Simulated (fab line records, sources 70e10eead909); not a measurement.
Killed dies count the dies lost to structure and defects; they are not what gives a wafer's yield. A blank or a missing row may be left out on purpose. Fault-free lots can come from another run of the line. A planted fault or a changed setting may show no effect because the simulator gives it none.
Chamber matching | flow nandHarc | cmp-01 running NHARC_A_CHANNEL_FILL_D2_CMP_10: 4 sister chambers
The step polishes, target thk 150 nm. 20 wafers are shown with their chamber, then 10 later ones without.

== EACH WAFER AND ITS CHAMBER ==
wafer  | chamber | motorCurrentA (A) | slurryFilterDpKPa (kPa) | timeToEndpointS (s)
L075.1 | 3       | 12.7              | 13.57                   | 16.1
L075.2 | 0       | 14.8              | 13.31                   | 12.4
L075.4 | 1       | 11.8              | 13.67                   | 15.3
L078.1 | 2       | 13.6              | 13.48                   | 16.3
L078.3 | 0       | 13.9              | 13.49                   | 16.8
L078.5 | 0       | 13.7              | 13.70                   | 16.5
L079.1 | 2       | 12.8              | 13.48                   | 15.2
L079.3 | 1       | 10.7              | 13.49                   | 16.3
L079.5 | 2       | 13.3              | 13.56                   | 16.7
L081.1 | 3       | 13.5              | 13.55                   | 18.3
L081.4 | 2       | 13.4              | 13.48                   | 15.6
L081.6 | 1       | 11.4              | 13.69                   | 16.5
L082.1 | 2       | 13.3              | 13.40                   | 12.4
L082.2 | 3       | 13.3              | 13.40                   | 16.2
L082.5 | 1       | 11.3              | 13.41                   | 16.9
L083.3 | 0       | 13.8              | 13.27                   | 13.7
L083.4 | 1       | 11.5              | 13.48                   | 13.7
L083.6 | 1       | 11.2              | 13.74                   | 16.7
L091.2 | 1       | 11.5              | 13.62                   | 18.1
L091.3 | 0       | 14.6              | 13.57                   | 17.7

SIGNATURES (means of the wafers above)
reading           | chamber 0 | chamber 1 | chamber 2 | chamber 3 | scatter within a chamber
motorCurrentA     | 14.160    | 11.343    | 13.280    | 13.167    | 0.388
slurryFilterDpKPa | 13.4680   | 13.5857   | 13.4800   | 13.5067   | 0.126
timeToEndpointS   | 15.420    | 16.214    | 15.240    | 16.867    | 1.7
Rule: for each reading, subtract the chamber's mean from the wafer's reading, divide by that reading's scatter and square the result; add these up over the readings and take the root, which gives the wafer's distance from the chamber. The wafer belongs to the nearest chamber; if the next one is less than 2 further off, it can't be placed. The scatter is the square root of a quotient: the sum, over the shown wafers, of each reading's squared deviation from its chamber's mean, divided by wafers minus chambers.

== WAFERS WITH NO CHAMBER GIVEN ==
wafer  | motorCurrentA (A) | slurryFilterDpKPa (kPa) | timeToEndpointS (s)
L091.4 | 12.8              | 13.68                   | 16.8
L093.1 | 14.2              | 13.33                   | 14.8
L093.3 | 13.2              | 13.47                   | 20.3
L093.5 | 14.2              | 13.45                   | 13.7
L095.1 | 14.2              | 13.45                   | 17.7
L095.2 | 12.7              | 13.66                   | 17.9
L095.3 | 13.0              | 13.57                   | 17.6
L096.2 | 13.5              | 13.62                   | 14.3
L096.5 | 13.6              | 13.56                   | 13.8
L096.6 | 11.1              | 13.52                   | 15.4

== WHICH CHAMBER EACH ONE RAN IN ==
wafer  | from the rows above          | in truth
L091.4 | can't be placed: 3 or 2      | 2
L093.1 | can't be placed: 0 or 2      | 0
L093.3 | can't be placed: 3 or 2 or 0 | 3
L093.5 | can't be placed: 0 or 2      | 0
L095.1 | can't be placed: 0 or 3 or 2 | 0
L095.2 | can't be placed: 3 or 2 or 1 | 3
L095.3 | can't be placed: 3 or 2      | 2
L096.2 | can't be placed: 2 or 3 or 0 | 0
L096.5 | can't be placed: 2 or 0 or 3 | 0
L096.6 | 1                            | 1
Placed correctly: 1 of 10. Can't be placed from these rows: 9 (the true chamber is among the candidates in 9). Placed wrongly: 0.
